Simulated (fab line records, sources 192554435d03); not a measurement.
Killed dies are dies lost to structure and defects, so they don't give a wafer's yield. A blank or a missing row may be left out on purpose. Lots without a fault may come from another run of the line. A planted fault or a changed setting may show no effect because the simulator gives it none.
Chamber matching | flow n5_finfet | N5_HKMG_FIN_ALD_74 on ald_hk-03: 4 sister chambers
The step deposits La2O3, target thk 0.5 nm, pulse time 6 s, co reactant pulse time 1 s. 4 wafers are shown with their chamber, then 9 later ones without.

WAFERS WITH THEIR CHAMBER
wafer  | chamber | heater_power_outer_w (W)
L086.3 | 1       | 183
L088.1 | 2       | 192
L089.2 | 0       | 207
L089.6 | 3       | 219

WAFERS WITHOUT THEIR CHAMBER
wafer  | heater_power_outer_w (W)
L093.1 | 209
L093.2 | 216
L093.5 | 183
L094.1 | 217
L094.3 | 192
L094.5 | 219
L097.2 | 206
L097.3 | 222
L097.5 | 222

WHICH CHAMBER EACH WENT THROUGH
wafer  | from the rows above | in truth
L093.1 | 0                   | 0
L093.2 | 3                   | 3
L093.5 | 1                   | 1
L094.1 | 3                   | 3
L094.3 | 2                   | 2
L094.5 | 3                   | 3
L097.2 | 0                   | 0
L097.3 | 3                   | 3
L097.5 | 3                   | 3
Placed correctly: 9 of 9. Can't be placed from these rows: 0. Placed wrongly: 0.
How it was worked out, from the rows above alone: a wafer's distance from a chamber is the root of the sum, over the readings, of the square of ((its reading less the chamber's mean) divided by the reading's scatter). The wafer belongs to the nearest chamber; if the next one is less than 2 further off, it can't be placed. A chamber's mean is the mean of its shown wafers. The scatter: with one shown wafer a chamber, the root of the mean of the squares of how far each hidden wafer lies from its nearest shown one.
